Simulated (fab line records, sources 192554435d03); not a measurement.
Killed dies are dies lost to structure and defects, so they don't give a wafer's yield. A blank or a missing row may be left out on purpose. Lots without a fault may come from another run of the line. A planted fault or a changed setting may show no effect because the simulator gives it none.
fab line records | flow n5_finfet
record lots=4 wafers=12 last_day=17
route steps=1938 shown BEOL_M1@831 BEOL_M2@841 BEOL_M4@1111
lots that met no fault: from a run of the same line without faults
start_h: hours from the record's first day to the start of the lot's first wafer shown | wait_h: hours since the lot's step before | " the same as in the row above | L1.1+2: a row that stands for several wafers | - no value, or no start given | * or withheld: withheld | < > ~ a bound
route shown NAME@n: a module of which the file shows steps, and the number in the route of the first | usual: mean/standard deviation of fault-free wafers | same: alike in all rows | chamber/n: place in a boat | sites: the reading at each site | _std_site: their standard deviation | _edge_site: outer sites' mean less inner sites' | radius_mm: how far each site lies from the wafer's centre | mask NAME#n: copy n | behind: the tool/chamber that last shaped the wafer | hold: why the lot was held/for how many hours/how that ended | device: the transistor (n, p or np) that didn't switch | end of line: the same wafers' tests at the end of the route | a step without rows: its recipe alone | killed: dies lost to structure and defects at the first sort, not the wafer's yield | map: a wafer's dies, x killed, . not, _ none there
set.NAME: the setting as run; set.NAME@STEP: as run at that earlier step | model.NAME: the simulator's own value behind a step, which no gauge read
lots at some steps of the route; a table a step, a row a wafer
services: from which hour (start_h, from the record's first day; less than 0 if before it) a tool's chamber was out of use, for how many hours, and why
## steps
# step N5_BEOL_M1_ECD_50
# recipe material=Cu target_thk_a=3000
# step N5_BEOL_M1_ANNEAL_51
# recipe temp_c=225 time_s=90 ambient=N2
# step N5_BEOL_M1_CMP_52
# recipe stop_on=SiOC t_overpolish_s=6.8 down_force_psi=1 platen_rpm=50 clearing_platen_down_force_psi=1.5 clearing_platen_rpm=50 post_cmp_clean=cu_alkaline target_thk_nm=40 clearing_platen_pad_velocity_m_s=0.99484 pad_velocity_m_s=0.99484
# step N5_BEOL_M1_PRE_CLEAN_60
# recipe gas=NH3/H2 time_s=15 temp_c=* rf_power_w=300
# step N5_BEOL_M1_CO_CAP_55
# recipe material=Co target_thk_a=20 temp_c=200 precursor=CCTBA/H2 pressure_torr=30 time_s=102.1
# step N5_BEOL_M1_PRE_CLEAN_56
# recipe gas=NH3 time_s=15 temp_c=withheld rf_power_w=300
# step N5_BEOL_M1_DEP_57
# recipe material=SiCN target_thk_a=80 temp_c=withheld precursor=3MS/NH3 pressure_torr=3 rf_w=202 time_s=14
# step N5_BEOL_M2_ILD_DEP_00
# recipe material=SiOC target_thk_a=790 temp_c=350 precursor=DEMS/O2 pressure_torr=5 rf_w=500 time_s=15.3
# step N5_BEOL_M2_PECVD_72
# recipe material=SiO2 target_thk_a=160 temp_c=400 precursor=TEOS/O2 pressure_torr=5.5 rf_w=450 teos_flow_sccm=53.8 gas=O2 flow_sccm=3000 time_s=18
# usual chamber_pressure_Torr=5.498/0.012 heater_power_w=717/100 showerhead_plenum_p_Torr=8.80/0.056 susceptor_temp_C=400.01/0.2 throttle_valve_pct=22.9/1.4
# columns lot.wafer tool chamber start_h wait_h chamber_pressure_Torr heater_power_w showerhead_plenum_p_Torr susceptor_temp_C throttle_valve_pct model.SiO2_of_BEOL_M2_PECVD_72.thk_nm
L487.1 pecvd-03 2 141.07 0.0 5.491 777 8.80 400.01 22.1 15.6
L487.4 " 0 " " 5.498 724 8.74 400.03 22.4 16
L487.6 " 1 " " 5.512 699 8.94 400.36 21.2 15.8
L498.1 pecvd-03 0 212.05 0.0 5.481 657 8.71 399.95 22.6 15.6
L498.2 " 1 " " 5.499 745 8.92 399.93 21.2 15.6
L498.3 " 2 " " 5.486 759 8.81 399.85 22.4 15.4
L505.2 pecvd-03 0 251.71 0.0 5.519 692 8.75 405.94 22.6 15
L505.3 " 2 " " 5.489 682 8.82 399.70 22.4 15.4
L505.5 " 1 " " 5.503 798 8.91 400.18 21.1 16.2
L506.2 pecvd-03 0 265.20 0.0 5.499 787 8.73 405.55 22.7 15.4
L506.5 " 1 " " 5.498 786 8.91 400.21 21.1 16
L506.6 " 2 " " 5.496 760 8.81 399.79 22.4 15.8
# step N5_BEOL_M2_HM_DEP_02
# recipe material=TiN target_thk_a=200 temp_c=25 chamber_pressure_pa=0.49996
# step N5_BEOL_M2_COAT_61
# recipe resist=SOC temp_c=250 time_s=60 spin_rpm=1500 resist_thk_nm=60
# step N5_BEOL_M2_COAT_62
# recipe resist=SiARC temp_c=220 time_s=60 spin_rpm=1500 resist_thk_nm=12
# step N5_BEOL_M2_COAT_73
# recipe resist=underlayer temp_c=205 time_s=60 spin_rpm=1500 resist_thk_nm=5
# step N5_BEOL_M2_COAT_05
# recipe resist=CAR-EUV spin_rpm=1500 resist_thk_nm=30
# step N5_BEOL_M2_EBR_07
# recipe solvent=PGMEA ebr_width_mm=1.5
# step N5_BEOL_M2_SOFTBAKE_06
# recipe temp_c=110 time_s=60 resist=CAR-EUV
# step N5_BEOL_M2_EXPOSE_08
# recipe mask_id=M2 na=0.33 source_shape=dipole sigma_inner=0.369 sigma_outer=0.767 polarization=unpolarized dose_mj=41.25
# step N5_BEOL_M2_PEB_09
# recipe peb_temp_c=100 peb_time_s=60 resist=CAR-EUV
# step N5_BEOL_M2_DEVELOP_10
# recipe develop_time_s=30 developer=TMAH resist=CAR-EUV rinse_liquid=surfactant_rinse dry=air_spin dev_temp_c=23
# step N5_BEOL_M2_DESCUM_16
# recipe chemistry=O2 time_s=7 source_power_w=50 bias_power_w=20 pressure_mtorr=20 rf_frequency_hz=2.712e+07 temp_c=40 resist=CAR-EUV o2_flow_sccm=225
# step N5_BEOL_M2_ETCH_74
# recipe chemistry=N2/H2 target=underlayer target_depth_a=65 mask_material=CAR-EUV time_s=5.2 ion_energy_ev=200 pressure_mtorr=30 source_w=840 bias_w=150 n2_flow_sccm=200 h2_flow_sccm=200 ends=cleared
# step N5_BEOL_M2_ETCH_63
# recipe chemistry=CF4 target=SiARC target_depth_a=156 mask_material=CAR-EUV time_s=26 ion_energy_ev=80 pressure_mtorr=40 source_w=545 bias_w=36 Ar_flow_sccm=100 cf4_flow_sccm=100 ends=cleared
# step N5_BEOL_M2_ETCH_64
# recipe chemistry=N2/H2 target=SOC target_depth_a=750 overetch_a=225 mask_material=SiARC temp_c=40 time_s=121.9 ion_energy_ev=200 pressure_mtorr=30 source_w=840 bias_w=150 n2_flow_sccm=200 h2_flow_sccm=200
# step N5_BEOL_M2_STRIP_65
# recipe chemistry=N2/H2 temp_c=40 n2_flow_sccm=200 h2_flow_sccm=200 rf_frequency_hz=6e+07
# step N5_BEOL_M2_STRIP_75
# recipe chemistry=N2/H2 temp_c=40 n2_flow_sccm=200 h2_flow_sccm=200 rf_frequency_hz=6e+07
# step N5_BEOL_M2_STRIP_66
# recipe chemistry=CF4 resist=SiARC power_w=300 bias_power_w=75 pressure_mtorr=50 cf4_flow_sccm=150 rf_frequency_hz=6e+07
# step N5_BEOL_M2_HM_OPEN_17
# recipe chemistry=Cl2/BCl3 target_depth_a=200 overetch_a=60 target=TiN mask_material=SOC ion_energy_ev=150 pressure_mtorr=10 icp_w=1000 bias_w=126 Cl2_flow_sccm=53.25 bcl3_flow_sccm=21.75 Ar_flow_sccm=25
# step N5_BEOL_M2_STRIP_19
# recipe chemistry=O2 power_w=400 temp_c=40 pressure_mtorr=30 rf_frequency_hz=6e+07 bias_power_w=0 overash_fraction=0.2 o2_flow_sccm=225
# step N5_BEOL_M2_COAT_67
# recipe resist=SOC temp_c=250 time_s=60 spin_rpm=1500 resist_thk_nm=60
# step N5_BEOL_M2_COAT_68
# recipe resist=SiARC temp_c=220 time_s=60 spin_rpm=1500 resist_thk_nm=12
# step N5_BEOL_M2_COAT_76
# recipe resist=underlayer temp_c=205 time_s=60 spin_rpm=1500 resist_thk_nm=5
# step N5_BEOL_M2_COAT_22
# recipe resist=CAR-EUV spin_rpm=1500 resist_thk_nm=30
# step N5_BEOL_M2_EBR_24
# recipe solvent=PGMEA ebr_width_mm=1.5
# step N5_BEOL_M2_SOFTBAKE_23
# recipe temp_c=110 time_s=60 resist=CAR-EUV
# step N5_BEOL_M2_HM_STRIP_39
# recipe chemistry=peroxide_tin_strip material=TiN target_depth_a=250 temp_c=50 time_s=158
# usual temp_c=50.00/0.11
# columns lot.wafer tool chamber start_h wait_h temp_c model.SiO2_of_BEOL_M2_PECVD_72.thk_nm
L487.1 wet_bench-01 1 152.58 0.0 49.92 15.4
L487.4 " 3 " " 49.96 15.8
L487.6 " 2 " " 50.04 15.6
L498.1 wet_bench-04 5 221.79 0.1 50.12 15.4
L498.2 " 4 " " 50.05 15.6
L498.3 " 3 " " 50.00 15.2
L505.2 wet_bench-04 4 256.59 0.0 50.03 15
L505.3 " 0 " " 49.88 15.4
L505.5 " 1 " " 49.82 16
L506.2 wet_bench-01 1 278.29 0.0 50.15 15.2
L506.5 " 4 " " 50.12 15.8
L506.6 " 5 " " 50.03 15.6
# step N5_BEOL_M4_RC_MEAS_101
# usual DIBL_N=35.9/1.9 DIBL_P=35.8/2.4 IOFF_N=0.15/0.031 IOFF_P=0.21/0.037 ION_N=672/13 ION_P=462/8.3 SS_N=71.5/0.72 SS_P=73.2/0.67 VT_N=250/3.4 VT_P=-250/3.4
# columns lot.wafer tool chamber start_h wait_h DIBL_N[mV/V] DIBL_P[mV/V] IOFF_N[nA/um] IOFF_P[nA/um] ION_N[uA/um] ION_P[uA/um] SS_N[mV/dec] SS_P[mV/dec] VT_N[mV] VT_P[mV]
L487.1 prober-02 0 184.82 0.0 33.5 34.2 0.13 0.15 664 452 71.4 72.9 253 -256
L487.4 " 0 " " 35.1 36.1 0.14 0.17 671 453 71.6 73.5 252 -257
L487.6 " 0 " " 33.6 33.3 0.11 0.13 644 437 71.1 72.4 257 -261
L498.1 prober-01 0 244.71 0.0 34.5 33.8 0.13 0.18 654 449 71.2 72.0 254 -251
L498.2 " 0 " " 32.3 32.7 0.11 0.17 660 460 70.3 72.0 251 -250
L498.3 " 0 " " 33.7 35.3 0.13 0.20 675 468 71.3 72.5 248 -248
L505.2 prober-01 0 295.96 0.2 35.3 34.8 0.16 0.20 683 466 70.5 72.8 247 -248
L505.3 " 0 " " 32.0 31.7 0.10 0.16 664 462 69.9 71.9 256 -253
L505.5 " 0 " " 33.2 32.1 0.12 0.17 672 469 69.5 72.0 253 -249
L506.2 prober-02 0 310.43 0.2 36.9 39.3 0.16 0.22 676 461 71.9 73.3 252 -251
L506.5 " 0 " " 37.1 39.7 0.17 0.23 689 464 71.8 73.2 246 -249
L506.6 " 0 " " 35.9 38.9 0.14 0.22 675 464 72.0 73.0 252 -250
## services
# columns tool chamber start_h hours kind
wet_bench-01 - 189.71 35.6 repair
pecvd-03 0 262.20 2.1 scheduled_down
## key
first_sign step=N5_BEOL_M2_PECVD_72 reading=susceptor_temp_C direction=up sigmas=29 usual=* struck=*
effect none on later readings
model_effect step=N5_BEOL_M2_PECVD_72 value=SiO2_of_BEOL_M2_PECVD_72.thk_nm without=15.9 struck=15.2
model_effect step=N5_BEOL_M2_HM_STRIP_39 value=SiO2_of_BEOL_M2_PECVD_72.thk_nm without=15.7 struck=15.1
met_at N5_BEOL_M2_PECVD_72
struck_wafers L505.2,L506.2
onset_between 212.05 251.71
fault kind=process_parameter_drift tool=pecvd-03 chamber=0 onset_h=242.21 steps=N5_BEOL_M2_PECVD_72 channel=temp_c offset=* shape=step end_h=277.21 acts_in=* stated=*
